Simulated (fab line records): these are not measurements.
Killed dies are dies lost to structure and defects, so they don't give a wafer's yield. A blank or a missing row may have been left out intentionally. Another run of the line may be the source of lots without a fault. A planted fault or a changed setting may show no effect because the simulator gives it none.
Comparing a struck lot with a sound one | flow n5 finfet | 16 steps out of a route of 1938
Sound: wafers L222.1, L222.2, L222.3. Wafers L231.4, L231.5, L231.6 were the ones struck. The cause comes at the end.
Each step with rows lists, per side, the tool, then ch with its chambers, then its first start. Under that, the readings that differ: sound wafers | struck wafers | difference of the means | sigmas: that difference in standard deviations of wafers without a fault.
alike: a reading whose means differ by less than 2 such deviations, as well as words and numbers matching on both sides. not compared: withheld readings; readings where some wafer has no value; bounds like >300 that might hide an equal value; numbers whose values overlap and for which the record gives no deviation.
The two part at a step that has a row with sigmas, a row that says differs or no value, or rows on one side only. Non-overlapping numbers with no deviation appear without sigmas and do not part them. A reading missing from all wafers of one side parts the sides only when that side holds two or more wafers.

first, 11 steps without rows for these wafers: N5_GATE_CUT_DESCUM_18 (chemistry O2, time 7 s); N5_GATE_CUT_ETCH_28 (etches underlayer in N2/H2, target depth 13 nm, time 10.4 s); N5_GATE_CUT_ETCH_36 (etches SiARC in CF4, target depth 13 nm, time 21.7 s); N5_GATE_CUT_ETCH_37 (etches SOC in N2/H2, target depth 60 nm, overetch 12 nm, time 90 s); N5_GATE_CUT_STRIP_38 (strips in N2/H2); N5_GATE_CUT_STRIP_39 (strips in N2/H2); N5_GATE_CUT_HM_OPEN_40 (chemistry C4F6/O2, target SiO2, target depth 139 nm, time 85.1 s); N5_GATE_CUT_STRIP_41 (strips in CF4); N5_GATE_CUT_STRIP_42 (strips in O2); N5_GATE_CUT_ETCH_19 (etches SiNx in CH3F/O2, target depth 53.7 nm, time 76.7 s); N5_GATE_CUT_CUT_ETCH_53 (etches W in SF6/Cl2, target depth 79.2 nm).
N5_GATE_CUT_CUT_ETCH_54: etches TiN in Cl2/BCl3, target depth 96.7 nm.
  sound on rie metal-01 ch 0,1, day 6 10:22; struck on rie metal-03 ch 0,1, day 8 09:05
  no value came back on the struck wafers for any of 6 readings (bcl3 flow sccm (sccm), bias w (W) and others); on the sound wafers bcl3 flow sccm (sccm) reads 21.68 21.80 21.68
  not compared: rf hours counter h
N5_GATE_CUT_CUT_ETCH_55: etches HfO2 in BCl3, target depth 3.2 nm.
  sound on rie metal-01 ch 0,1, day 6 10:26; struck on rie metal-03 ch 0,1, day 8 09:08
  reading               | sound          | struck         | difference | sigmas
  oes product au (a.u.) | 0.65 0.72 0.65 | 0.30 0.31 0.30 | -0.37      | -4
  alike: bcl3 flow sccm, bias w, drypump motor current A, throttle valve pct
  not compared: rf hours counter h
then, 1 step without rows for these wafers: N5_GATE_CUT_ETCH_47 (etches SiO2 in Cl2/BCl3, target depth 10 nm).
N5_BEOL_M4_RC_MEAS_101:
  the record has rows for the sound wafers here (prober-01 ch 0, day 10 07:47) and none for the struck ones
-- a jump in the record: the struck wafers' starts before and after are 8 days apart (it breaks off in module BEOL_M4 and resumes in module PASSIVATION, where the first step shown is number 1936 of the route) --
N5_PASSIVATION_PROBE_49:
  sound on prober-01, day 14 16:52; struck on prober-01, day 16 05:28
  reading                  | sound          | struck         | difference | sigmas
  defect limited yield (%) | 92.1 92.9 91.9 | 0 0 0          | -92        | -71
  killed at front end      | 31 33 22       | 1114 1105 1127 | +1087      | +99 or more
  killed dies              | 93 84 95       | 1180 1180 1180 | +1089      | +73
  killed on rim            | 13 17 7        | 152 152 152    | +140       | +35
  sort_bin_5_function (%)  | 4.6 5.3 5.3    | 97.0 96.9 96.9 | +91.9      | +99
  sort n pass              | 1087 1096 1085 | 0 0 0          | -1089      | -73
  sort yield pct (%)       | 92.1 92.9 91.9 | 0 0 0          | -92        | -71
  alike: killed_at_M0_to_M3, killed_at_M4_up, killed at contacts, killed at other, killed open, killed short, sort_bin_6_memory

WHERE THEY PART
Last at N5_PASSIVATION_PROBE_49 as far as this record goes, first at N5_GATE_CUT_CUT_ETCH_54.

WHY: whatever the simulator had introduced
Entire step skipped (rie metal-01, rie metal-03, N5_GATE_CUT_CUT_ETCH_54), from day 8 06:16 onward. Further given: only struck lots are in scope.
